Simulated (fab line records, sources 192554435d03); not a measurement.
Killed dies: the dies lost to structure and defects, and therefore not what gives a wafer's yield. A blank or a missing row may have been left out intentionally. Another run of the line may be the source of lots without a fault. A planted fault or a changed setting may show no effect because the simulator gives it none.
Chamber matching	flow n5Finfet	N5_BEOL_M2_PECVD_72 on pecvd-04: 3 sister chambers
The step deposits SiO2 from TEOS/O2, target thk 16 nm, time 18 s. 3 wafers are shown with their chamber, then 7 later ones without.

## WAFERS WITH THEIR CHAMBER
wafer	chamber	throttleValvePct (%)
L079.3	2	24.1
L082.2	0	22.4
L082.4	1	23.2

## WAFERS MISSING THEIR CHAMBER
wafer	throttleValvePct (%)
L082.5	24.2
L085.2	24.6
L085.3	22.1
L085.6	22.0
L086.2	24.7
L086.4	24.8
L086.5	22.3

## THE CHAMBER EACH PASSED THROUGH
wafer	from the rows above	in truth
L082.5	2	2
L085.2	2	2
L085.3	can't be placed: 0 or 1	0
L085.6	can't be placed: 0 or 1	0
L086.2	2	2
L086.4	2	2
L086.5	can't be placed: 0 or 1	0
Correct placement for 4 of the 7. Not placeable from these rows: 3 (in 3, the candidates include the true chamber). Placed wrongly: 0.
How it was worked out, from the rows above alone: a wafer's distance from a chamber is the root of the sum, over the readings, of the square of ((its reading less the chamber's mean) divided by the reading's scatter). The wafer belongs to the nearest chamber; if the next one is less than 2 further off, it can't be placed. The mean given for a chamber averages the wafers shown for that chamber. The scatter: root of mean squared gap, hidden wafer to nearest shown wafer, with one shown wafer a chamber.
